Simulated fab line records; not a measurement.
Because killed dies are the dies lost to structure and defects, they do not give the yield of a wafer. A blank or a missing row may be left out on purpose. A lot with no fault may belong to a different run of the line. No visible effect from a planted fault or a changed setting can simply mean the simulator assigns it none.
fab line records | flow nand-harc
record lots=12 wafers=36 last-day=33
route steps=1302 shown A_CHANNEL_HOLE_D2@590 END@1302
lots that met no fault: from a run of the same line without faults
start-h: hours from the record's opening day to when the first of the lot's shown wafers began | wait-h: hours since the lot's step before | " identical to the entry in the row above | L1.1+2: several wafers, shown together as one row | - either no value or no given start | * or withheld: withheld | < > ~ a bound
route shown NAME@n: names a module that has steps shown in the file, with the first one's number in the route | usual: mean/standard deviation taken from wafers without a fault | same: alike in all rows | chamber/n: place in a boat | sites: readings site by site | _std_site: the values' standard deviation | _edge_site: inner sites' mean taken away from outer sites' mean | radius-mm: for every site, how far away it sits from the centre of the wafer | mask NAME#n: copy n | behind: the most recent tool/chamber to have shaped the wafer | hold: why the lot was held/for how many hours/how that ended | device: which transistor (n, p or np) failed to switch | end of line: the route-end tests of the same wafers | a step without rows: its recipe alone | killed: not the wafer's yield, but the dies lost to structure and defects at the first sort | map: dies across one wafer; x = killed, . = not, _ = none there
set.NAME: setting as actually run; set.NAME@STEP: the setting as run at that earlier step | model.NAME: the simulator's own value behind a step, which no gauge read
a sample of lots followed through the steps of the route, with each step as a table and each wafer as a row
services: when a tool's chamber went out of use (start-h, in hours from the record's first day, below 0 if earlier), for how many hours, and the reason
## steps
# step NHARC_A_CHANNEL_HOLE_D2_CD_MEAS_18
# usual cd-nm=99.3/2.5
# columns lot.wafer tool chamber start-h wait-h cd-nm
L962.3 cd-sem-02 - 297.80 - 97.6
L962.4 " - " " 101.2
L962.5 " - " " 93.8
L963.3 cd-sem-01 - 298.39 - 102.3
L963.4 " - " " 100.8
L963.6 " - " " 106.3
L967.1 cd-sem-02 - 350.95 - 103.1
L967.3 " - " " 98.5
L967.4 " - " " 99.1
L968.1 cd-sem-02 - 356.57 - 95.2
L968.2 " - " " 103.5
L968.4 " - " " 98.8
L970.2 cd-sem-03 - 381.11 - 102.8
L970.3 " - " " 96.1
L970.5 " - " " 98.4
L973.2 cd-sem-01 - 409.01 - 100.4
L973.5 " - " " 99.9
L973.6 " - " " 99.2
L979.1 cd-sem-02 - 463.64 - 96.1
L979.5 " - " " 102.6
L979.6 " - " " 96.6
L981.1 cd-sem-01 - 477.78 - 100.0
L981.2 " - " " 101.0
L981.5 " - " " 102.1
L980.2 cd-sem-02 - 478.58 - 97.5
L980.5 " - " " 93.9
L980.6 " - " " 100.1
L982.2 cd-sem-02 - 509.81 - 97.4
L982.5 " - " " 95.1
L982.6 " - " " 96.7
L985.3 cd-sem-02 - 517.26 - 99.7
L985.4 " - " " 99.6
L985.5 " - " " 100.3
L984.2 cd-sem-01 - 517.75 - 101.0
L984.4 " - " " 94.1
L984.6 " - " " 98.8
# step NHARC_A_CHANNEL_HOLE_D2_ETCH_19
# recipe bias-v=1200 source-w=2500 pressure-mtorr=15 time-s=34.5 ar-flow-sccm=375 c4f8-flow-sccm=28.8 o2-flow-sccm=96.2 temp-c=-20 target-depth-a=* chemistry=C4F8/O2/Ar
# usual drypump-motor-current-A=5.6/0.46 showerhead-plenum-p-Torr=3.71/0.13 throttle-valve-pct=37.039/0.009
# columns lot.wafer tool chamber start-h wait-h drypump-motor-current-A rf-hours-counter-h showerhead-plenum-p-Torr throttle-valve-pct
L962.4 har-etch-02 0 297.90 0.1 5.1 - 3.77 37.039
L962.3 " 1 " " 5.4 - 3.45 37.033
L962.5 " 1 " " 5.4 - 3.45 37.021
L963.4 har-etch-01 0 298.49 0.1 5.3 - 3.74 37.031
L963.3 " 1 " " 6.3 - 3.66 37.046
L963.6 " 0 " " 5.3 - 3.74 37.039
L967.1 har-etch-01 0 351.04 0.1 5.3 175 3.73 37.031
L967.4 " 1 " " 6.2 - 3.65 37.036
L967.3 " 0 " " 5.3 - 3.73 37.024
L968.2 har-etch-02 0 357.19 0.6 5.1 399 3.75 37.028
L968.1 " 1 " " 5.4 399 3.44 37.056
L968.4 " 1 " " 5.4 - 3.44 37.054
L970.2 har-etch-01 0 385.20 4.1 5.3 198 3.72 37.032
L970.3 " 1 " " 6.3 - 3.63 37.024
L970.5 " 0 " " 5.3 - 3.72 37.049
L973.2 har-etch-01 0 409.24 0.2 5.3 221 3.70 37.035
L973.6 " 0 " " 5.3 - 3.70 37.049
L973.5 " 1 " " 6.3 - 3.62 37.046
L979.1 har-etch-01 0 464.15 0.5 5.4 248 3.69 37.034
L979.5 " 1 " " 6.3 - 3.61 37.030
L979.6 " 0 " " 5.3 - 3.69 37.041
L981.2 har-etch-01 0 477.86 0.1 5.4 256 3.68 37.050
L981.1 " 1 " " 6.3 256 3.60 37.044
L981.5 " 1 " " 6.3 - 3.60 37.043
L980.2 har-etch-02 1 478.66 0.1 5.5 53 3.95 37.058
L980.5 " 1 " " 5.5 - 3.95 37.030
L980.6 " 0 " " 5.1 - 3.72 37.036
L982.2 har-etch-01 1 509.88 0.1 6.3 271 3.59 37.043
L982.5 " 1 " " 6.3 - 3.59 37.031
L982.6 " 0 " " 5.3 - 3.67 37.053
L985.3 har-etch-02 0 517.55 0.3 5.1 - 3.70 37.033
L985.4 " 1 " " 5.4 - 3.94 37.033
L985.5 " 1 " " 5.4 - 3.94 37.037
L984.2 har-etch-01 1 518.19 0.4 6.3 279 3.59 37.047
L984.4 " 0 " " 5.3 - 3.67 37.025
L984.6 " 1 " " 6.3 - 3.59 37.054
# step NHARC_A_CHANNEL_HOLE_D2_ETCH_23
# recipe bias-v=5000 source-w=withheld pressure-mtorr=20 time-s=819 ar-flow-sccm=375 c4f8-flow-sccm=89.3 o2-flow-sccm=35.7 temp-c=-20 target-depth-a=16000 chemistry=C4F8/O2/Ar
# usual drypump-motor-current-A=5.5/0.46 showerhead-plenum-p-Torr=3.66/0.13 throttle-valve-pct=32.155/0.0087
# columns lot.wafer tool chamber start-h wait-h drypump-motor-current-A rf-hours-counter-h showerhead-plenum-p-Torr throttle-valve-pct
L962.4 har-etch-02 0 299.54 0.5 5.1 - 3.73 32.150
L962.3 " 1 " " 5.4 - 3.42 32.160
L962.5 " 1 " " 5.4 - 3.42 32.160
L963.4 har-etch-01 0 300.12 0.5 5.3 - 3.70 32.147
L963.3 " 1 " " 6.3 - 3.62 32.153
L963.6 " 0 " " 5.3 - 3.70 32.153
L967.1 har-etch-01 0 352.58 0.5 5.3 177 3.69 32.160
L967.4 " 1 " " 6.3 - 3.61 32.155
L967.3 " 0 " " 5.3 - 3.69 32.156
L968.2 har-etch-02 0 358.62 0.5 5.0 400 3.71 32.153
L968.1 " 1 " " 5.4 400 3.40 32.156
L968.4 " 1 " " 5.4 - 3.40 32.159
L970.2 har-etch-01 0 386.73 0.5 5.3 200 3.67 32.166
L970.3 " 1 " " 6.3 - 3.60 32.165
L970.5 " 0 " " 5.3 - 3.67 32.161
L973.2 har-etch-01 0 410.67 0.5 5.3 222 3.66 32.147
L973.6 " 0 " " 5.3 - 3.66 32.157
L973.5 " 1 " " 6.3 - 3.58 32.170
L979.1 har-etch-01 0 465.68 0.5 5.3 249 3.65 32.154
L979.5 " 1 " " 6.3 - 3.57 32.160
L979.6 " 0 " " 5.4 - 3.65 32.162
L981.2 har-etch-01 0 479.30 0.5 5.3 257 3.64 32.144
L981.1 " 1 " " 6.3 257 3.56 32.146
L981.5 " 1 " " 6.3 - 3.56 32.149
L980.2 har-etch-02 1 480.10 0.5 5.4 55 3.90 32.138
L980.5 " 1 " " 5.4 - 3.90 32.150
L980.6 " 0 " " 5.1 - 3.67 32.142
L982.2 har-etch-01 1 511.31 0.5 6.3 272 3.56 32.166
L982.5 " 1 " " 6.3 - 3.56 32.156
L982.6 " 0 " " 5.4 - 3.63 32.147
L985.3 har-etch-02 0 519.19 0.5 5.1 - 3.66 32.152
L985.4 " 1 " " 5.4 - 3.89 32.182
L985.5 " 1 " " 5.4 - 3.89 32.139
L984.2 har-etch-01 1 520.49 1.3 6.3 280 3.55 32.143
L984.4 " 0 " " 5.4 - 3.63 32.169
L984.6 " 1 " " 6.3 - 3.55 32.151
# step NHARC_A_CHANNEL_HOLE_D2_ETCH_26
# recipe bias-v=300 source-w=2000 pressure-mtorr=30 time-s=224.1 ar-flow-sccm=375 c4f8-flow-sccm=11.4 o2-flow-sccm=113.6 temp-c=-20 target-depth-a=3000 chemistry=C4F8/O2/Ar
# usual drypump-motor-current-A=5.5/0.46 showerhead-plenum-p-Torr=3.71/0.13 throttle-valve-pct=24.585/0.0091
# columns lot.wafer tool chamber start-h wait-h drypump-motor-current-A rf-hours-counter-h showerhead-plenum-p-Torr throttle-valve-pct
L962.4 har-etch-02 0 301.71 0.5 5.1 - 3.77 24.579
L962.3 " 1 " " 5.4 - 3.45 24.587
L962.5 " 1 " " 5.4 - 3.45 24.590
L963.4 har-etch-01 0 302.29 0.5 5.4 - 3.75 24.588
L963.3 " 1 " " 6.3 - 3.66 24.566
L963.6 " 0 " " 5.4 - 3.75 24.570
L967.1 har-etch-01 0 354.84 0.6 5.3 179 3.73 24.570
L967.4 " 1 " " 6.3 - 3.65 24.586
L967.3 " 0 " " 5.3 - 3.73 24.583
L968.2 har-etch-02 0 360.97 0.7 5.0 402 3.75 24.597
L968.1 " 1 " " 5.4 402 3.43 24.580
L968.4 " 1 " " 5.4 - 3.43 24.600
L970.2 har-etch-01 0 388.99 0.6 5.4 202 3.72 24.563
L970.3 " 1 " " 6.3 - 3.63 24.594
L970.5 " 0 " " 5.3 - 3.72 24.602
L973.2 har-etch-01 0 412.99 0.7 5.3 224 3.70 24.587
L973.6 " 0 " " 5.3 - 3.70 24.582
L973.5 " 1 " " 6.3 - 3.62 24.583
L979.1 har-etch-01 0 467.96 0.6 5.3 252 3.69 24.580
L979.5 " 1 " " 6.3 - 3.61 24.588
L979.6 " 0 " " 5.3 - 3.69 24.575
L981.2 har-etch-01 0 481.65 0.7 5.3 259 3.68 24.561
L981.1 " 1 " " 6.3 259 3.60 24.588
L981.5 " 1 " " 6.3 - 3.60 24.572
L980.2 har-etch-02 1 482.45 0.7 5.4 57 3.96 24.580
L980.5 " 1 " " 5.4 - 3.96 24.603
L980.6 " 0 " " 5.1 - 3.72 24.595
L982.2 har-etch-01 1 513.64 0.7 6.3 275 3.59 24.591
L982.5 " 1 " " 6.3 - 3.59 24.570
L982.6 " 0 " " 5.3 - 3.68 24.581
L985.3 har-etch-02 0 521.36 0.5 5.1 - 3.70 24.594
L985.4 " 1 " " 5.5 - 3.94 24.591
L985.5 " 1 " " 5.5 - 3.94 24.583
L984.2 har-etch-01 1 522.82 0.7 6.3 283 3.59 24.584
L984.4 " 0 " " 5.3 - 3.67 24.571
L984.6 " 1 " " 6.3 - 3.59 24.587
# step NHARC_A_CHANNEL_HOLE_D2_INSPECT_40
# usual raw-defect-count=284/79
# columns lot.wafer tool chamber start-h wait-h hold raw-defect-count
L962.3 defect-inspect-01 - 303.67 - - 306
L962.4 " - " " - 264
L962.5 " - " " - 271
L963.3 defect-inspect-01 - 304.16 - - 180
L963.4 " - " " - 231
L963.6 " - " " - 168
L967.1 defect-inspect-02 - 356.73 - - 270
L967.3 " - " " - 158
L967.4 " - " " - 215
L968.1 defect-inspect-02 - 362.88 - - 321
L968.2 " - " " - 251
L968.4 " - " " - 375
L970.2 defect-inspect-01 - 390.89 - await-dispo/0.2h/release 1212
L970.3 " - " " await-dispo/0.2h/release 1133
L970.5 " - " " await-dispo/0.2h/release 1198
L970.2 defect-inspect-01 - 391.06 0.2 - 1181
L970.3 " - " " - 1140
L970.5 " - " " - 1187
L973.2 defect-inspect-01 - 414.93 - await-dispo/0.2h/release 1126
L973.5 " - " " await-dispo/0.2h/release 1312
L973.6 " - " " await-dispo/0.2h/release 1174
L973.2 defect-inspect-01 - 415.10 0.2 - 1141
L973.5 " - " " - 1319
L973.6 " - " " - 1198
L979.1 defect-inspect-02 - 469.86 - - 340
L979.5 " - " " - 340
L979.6 " - " " - 379
L981.1 defect-inspect-02 - 483.58 - - 426
L981.2 " - " " - 284
L981.5 " - " " - 515
L980.2 defect-inspect-02 - 484.38 - - 490
L980.5 " - " " - 260
L980.6 " - " " - 200
L982.2 defect-inspect-02 - 515.58 - - 270
L982.5 " - " " - 269
L982.6 " - " " - 234
L985.3 defect-inspect-01 - 523.22 - - 358
L985.4 " - " " - 406
L985.5 " - " " - 280
L984.2 defect-inspect-02 - 524.76 - - 283
L984.4 " - " " - 283
L984.6 " - " " - 327
# step NHARC_END_SORT_01
# recipe temp-c=25
# usual killed-at-array=58/22 killed-at-other=1.0/1.3 killed-at-periphery=5/3.4 killed-dies=64/22 killed-open=3.6/1.8 killed-short=2.4/1.7
# same gross-dies=677
# columns lot.wafer tool chamber start-h wait-h killed-at-array killed-at-other killed-at-periphery killed-dies killed-open killed-short
L973.2 prober-01 0 692.83 2.8 87 1 5 93 5 2
L973.5 prober-01 0 695.24 3.7 108 0 5 113 2 2
L973.6 prober-01 0 696.04 4.0 107 0 4 111 4 0
# killed by level:class
L973.2 A_CHANNEL_HOLE_D2:unspecified=73 A_CHANNEL_HOLE_D2:chamber-film-flake=4 P_CONTACT:geometric-particle:open=2 A_DECK1_JOINT:chamber-film-flake=2 P_M1:geometric-particle:open=1 A_ONON_D1:geometric-particle:open=1 A_DECK1_JOINT:geometric-particle:short=1 A_M1:geometric-particle:open=1
L973.5 A_CHANNEL_HOLE_D2:unspecified=87 A_CHANNEL_HOLE_D1:chamber-film-flake=4 A_CHANNEL_HOLE_D2:chamber-film-flake=4 A_CONTACT:chamber-film-flake=4 P_GATE:chamber-film-flake=3 P_CONTACT:geometric-particle:open=2 A_STAIRCASE:chamber-film-flake=2 A_WL_FILL:chamber-film-flake=2
L973.6 A_CHANNEL_HOLE_D2:unspecified=78 A_CHANNEL_HOLE_D1:chamber-film-flake=11 A_CONTACT:chamber-film-flake=7 P_GATE:chamber-film-flake=3 A_SGD_CUT:chamber-film-flake=3 A_BLC:chamber-film-flake=2 P_M0:geometric-particle:open=1 A_SOURCE_PLATE:geometric-particle:open=1
## services
# columns tool chamber start-h hours kind
har-etch-02 - 379.22 17.0 pm
har-etch-02 0 379.22 17.0 vent-cycle
har-etch-02 1 379.22 17.0 vent-cycle
har-etch-02 0 396.22 - clean
har-etch-02 0 396.22 - consumable-replace:focus-ring
har-etch-02 1 396.22 - clean
har-etch-02 1 396.22 - consumable-replace:focus-ring
har-etch-02 1 396.22 - consumable-replace:showerhead
har-etch-01 - 423.95 7.3 repair
## key
first-sign step=NHARC_A_CHANNEL_HOLE_D2_INSPECT_40 reading=visit direction=added
effect step=NHARC_A_CHANNEL_HOLE_D2_INSPECT_40 reading=raw-defect-count direction=up sigmas=11 usual=284 struck=1192
more-kills-born-at NHARC_A_CHANNEL_HOLE_D2_ETCH_26@har-etch-01=194
met-at NHARC_A_CHANNEL_HOLE_D2_ETCH_26
struck-lots L970,L973
rows-end L970.2,L970.3,L970.5
tester-left-out L973
not-acting-at NHARC_A_CHANNEL_HOLE_D2_CD_MEAS_18,NHARC_A_CHANNEL_HOLE_D2_ETCH_19,NHARC_A_CHANNEL_HOLE_D2_ETCH_23
onset-between 354.84 388.99
fault kind=chamber-particle-source tool=har-etch-01 chamber=- onset-h=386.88 steps=NHARC_A_CHANNEL_HOLE_D2_ETCH_26 rate-per-visit-cm2=1.4321 end-h=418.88
# tester-left-out: of these lots the tester's yield and bins aren't shown, on N5 and GAA mostly nor the transistor test; their killed dies are dies lost to structure and defects alone, not to doping, threshold or leakage, so they don't give the yield
# rows-end: these wafers met a further fault down the route, and their rows from its step on are left out
